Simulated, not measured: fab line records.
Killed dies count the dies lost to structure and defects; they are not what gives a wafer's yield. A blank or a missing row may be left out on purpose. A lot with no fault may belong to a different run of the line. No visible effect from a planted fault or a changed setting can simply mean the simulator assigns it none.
Shared-tool check | flow nand_harc | 45 wafers sampled across 12 lots

REASON FOR OPENING
At NHARC_A_CHANNEL_HOLE_D1_INSPECT_40 the reading raw_defect_count is flagged on 3 of 12 lots. No-fault wafers: 72, standard deviation 28.
Rule: flag the lot when none of its wafers has a number, or when each of its wafers that has one lies beyond 4 standard deviations from that mean. The rest of the lots are taken to be sound.

lot  | measured     | on                | raw_defect_count, wafer by wafer | flag
L280 | day 9 15:09  | defect_inspect-02 | 47 35 54                         |
L281 | day 9 21:36  | defect_inspect-01 | 39 39 69                         |
L282 | day 10 12:29 | defect_inspect-01 | 100 100 95                       |
L286 | day 11 21:13 | defect_inspect-01 | 95 105 101                       |
L289 | day 13 07:23 | defect_inspect-01 | 89 103 92                        |
L290 | day 14 04:13 | defect_inspect-02 | 340 309 326 341 303 325          | FLAGGED
L291 | day 14 05:06 | defect_inspect-01 | 383 384 370 375 391 362          | FLAGGED
L292 | day 14 23:28 | defect_inspect-01 | 392 371 346 379 373 354          | FLAGGED
L298 | day 17 13:10 | defect_inspect-02 | 55 79 80                         |
L299 | day 17 21:31 | defect_inspect-02 | 58 50 40                         |
L300 | day 18 00:02 | defect_inspect-01 | 40 47 58                         |
L301 | day 18 06:41 | defect_inspect-02 | 21 49 62                         |
On average the flagged lots' numbers are 357, which is +285 against the usual, or +10 standard deviations.

EACH LOT AND THE TOOL IT RAN ON
The record holds 3 process steps before the reading, out of a route of 1302 steps. Cell contents, in order: the tool; ch with the chambers the sampled wafers went through; the start.
lot  | flag    | NHARC_A_CHANNEL_HOLE_D1_ETCH_25  | NHARC_A_CHANNEL_HOLE_D1_STRIP_43   | NHARC_A_CHANNEL_HOLE_D1_STRIP_27
L280 |         | har_etch-01 ch 0,1, day 9 12:34  | rie_diel-07 ch 2,3, day 9 14:02    | rie_diel-07 ch 0,1,3, day 9 15:09 or earlier
L281 |         | har_etch-01 ch 0,1, day 9 18:47  | rie_diel-07 ch 0,1,2, day 9 20:34  | rie_diel-07 ch 0,1,3, day 9 21:36 or earlier
L282 |         | har_etch-02 ch 0, day 10 09:39   | rie_diel-06 ch 0,1, day 10 11:26   | rie_diel-06 ch 1,2, day 10 12:29 or earlier
L286 |         | har_etch-02 ch 0,1, day 11 18:25 | rie_diel-07 ch 0,1,3, day 11 20:11 | rie_diel-07 ch 0,2,3, day 11 21:13 or earlier
L289 |         | har_etch-02 ch 0,1, day 13 04:30 | rie_diel-01 ch 0,2,3, day 13 06:20 | rie_diel-01 ch 1,2,3, day 13 07:23 or earlier
L290 | FLAGGED | har_etch-01 ch 0,1, day 14 01:32 | rie_diel-07 ch 1,3, day 14 03:10   | rie_diel-07 ch 0,1,3, day 14 04:13 or earlier
L291 | FLAGGED | har_etch-02 ch 0,1, day 14 02:26 | rie_diel-07 ch 1,2,3, day 14 04:03 | rie_diel-07 ch 0,2,3, day 14 05:06 or earlier
L292 | FLAGGED | har_etch-02 ch 0,1, day 14 20:39 | rie_diel-07 ch 2,3, day 14 22:26   | rie_diel-07 ch 0,1,3, day 14 23:28 or earlier
L298 |         | har_etch-01 ch 0,1, day 17 10:40 | rie_diel-07 ch 0,1, day 17 12:08   | rie_diel-07 ch 1,2,3, day 17 13:10 or earlier
L299 |         | har_etch-01 ch 0, day 17 18:42   | rie_diel-07 ch 0,3, day 17 20:28   | rie_diel-07 ch 0,2,3, day 17 21:31 or earlier
L300 |         | har_etch-02 ch 0,1, day 17 21:31 | rie_diel-07 ch 0,1,3, day 17 22:59 | rie_diel-07 ch 0,2,3, day 18 00:02 or earlier
L301 |         | har_etch-02 ch 1, day 18 03:53   | rie_diel-07 ch 0,3, day 18 05:39   | rie_diel-07 ch 0,3, day 18 06:41 or earlier
What these steps do:
- NHARC_A_CHANNEL_HOLE_D1_ETCH_25: etches the open film in C4F8/O2/Ar, time 1040.2 s, target depth 1500 nm.
- NHARC_A_CHANNEL_HOLE_D1_STRIP_43: strips in O2/COS.
- NHARC_A_CHANNEL_HOLE_D1_STRIP_27: strips in O2.
- NHARC_A_CHANNEL_HOLE_D1_INSPECT_40

FLAGGED OVER TOTAL, TOOL BY TOOL (the gauges that took the reading come last)
step                               | tool              | lots run | flagged | share of the flagged lots | sound lots run after its first flagged lot
NHARC_A_CHANNEL_HOLE_D1_ETCH_25    | har_etch-01       | 5        | 1       | some                      | 2 (L298,L299)
NHARC_A_CHANNEL_HOLE_D1_ETCH_25    | har_etch-02       | 7        | 2       | some                      | 2 (L300,L301)
NHARC_A_CHANNEL_HOLE_D1_STRIP_43   | rie_diel-01       | 1        | 0       | none                      | -
NHARC_A_CHANNEL_HOLE_D1_STRIP_43   | rie_diel-06       | 1        | 0       | none                      | -
NHARC_A_CHANNEL_HOLE_D1_STRIP_43   | rie_diel-07       | 10       | 3       | all                       | 4 (L298,L299,L300,L301)
NHARC_A_CHANNEL_HOLE_D1_STRIP_27   | rie_diel-01       | 1        | 0       | none                      | -
NHARC_A_CHANNEL_HOLE_D1_STRIP_27   | rie_diel-06       | 1        | 0       | none                      | -
NHARC_A_CHANNEL_HOLE_D1_STRIP_27   | rie_diel-07       | 10       | 3       | all                       | 4 (L298,L299,L300,L301)
NHARC_A_CHANNEL_HOLE_D1_INSPECT_40 | defect_inspect-01 | 7        | 2       | some                      | 1 (L300)
NHARC_A_CHANNEL_HOLE_D1_INSPECT_40 | defect_inspect-02 | 5        | 1       | some                      | 3 (L298,L299,L301)
NHARC_A_CHANNEL_HOLE_D1_STRIP_27: start missing for some lots; hours and lot order therefore follow NHARC_A_CHANNEL_HOLE_D1_INSPECT_40.

WHAT IS ALLOWED BY THE TABLE
In 2 table rows, all flagged lots were run: rie_diel-07 (NHARC_A_CHANNEL_HOLE_D1_STRIP_43), rie_diel-07 (NHARC_A_CHANNEL_HOLE_D1_STRIP_27).
- rie_diel-07 at NHARC_A_CHANNEL_HOLE_D1_STRIP_43 ran 10 lots, 3 of them flagged. Lots that were sound ran on it after the first flagged one (L298, L299, L300, L301); a persistent fault on the entire tool would not allow that.
- rie_diel-07 at NHARC_A_CHANNEL_HOLE_D1_STRIP_27 ran 10 lots, 3 of them flagged. Lots that were sound ran on it after the first flagged one (L298, L299, L300, L301); a persistent fault on the entire tool would not allow that.
None of the table's rows ran every flagged lot and, after the first, no sound lot.

WHAT THE SIMULATOR HAD PUT IN
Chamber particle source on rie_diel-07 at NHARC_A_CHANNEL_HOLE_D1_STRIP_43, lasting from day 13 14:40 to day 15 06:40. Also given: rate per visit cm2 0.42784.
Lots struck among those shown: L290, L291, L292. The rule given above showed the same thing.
